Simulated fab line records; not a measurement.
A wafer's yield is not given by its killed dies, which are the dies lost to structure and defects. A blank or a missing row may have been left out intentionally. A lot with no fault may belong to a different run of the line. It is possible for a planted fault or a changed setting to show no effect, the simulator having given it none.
Chamber matching	flow n5-finfet	rie-diel-06 running N5_MOL_CONTACT_COAG_DESCUM_45: 4 sister chambers
The step chemistry O2, time 7 s. 4 wafers are shown with their chamber, then 8 later ones without.

== WAFERS, EACH WITH ITS CHAMBER ==
wafer	chamber	throttle-valve-pct (%)
L082.6	0	20.62
L089.2	3	20.19
L089.5	1	20.57
L090.2	2	20.60

== WAFERS WHOSE CHAMBER IS MISSING ==
wafer	throttle-valve-pct (%)
L090.3	20.57
L090.4	20.57
L096.1	20.64
L096.2	20.64
L096.6	20.65
L097.1	20.65
L097.3	20.65
L097.5	20.63

== WHICH CHAMBER EACH WENT THROUGH ==
wafer	from the rows above	in truth
L090.3	can't be placed: 1 or 2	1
L090.4	can't be placed: 1 or 2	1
L096.1	can't be placed: 0 or 2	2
L096.2	can't be placed: 0 or 2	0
L096.6	can't be placed: 0 or 2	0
L097.1	can't be placed: 0 or 2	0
L097.3	can't be placed: 0 or 2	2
L097.5	can't be placed: 0 or 2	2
Placed correctly: 0 of 8. Unplaceable from these rows: 8, with the true chamber sitting among the candidates in 8. Wrongly placed: 0.
How it was worked out, from the rows above alone: a wafer's distance from a chamber is the root of the sum, over the readings, of the square of ((its reading less the chamber's mean) divided by the reading's scatter). If the next closest chamber is less than 2 further off than the closest, the wafer can't be placed; otherwise it belongs to the closest. A chamber's mean is the mean of its shown wafers. The scatter: with one shown wafer a chamber, the root of the mean of the squares of how far each hidden wafer lies from its nearest shown one.
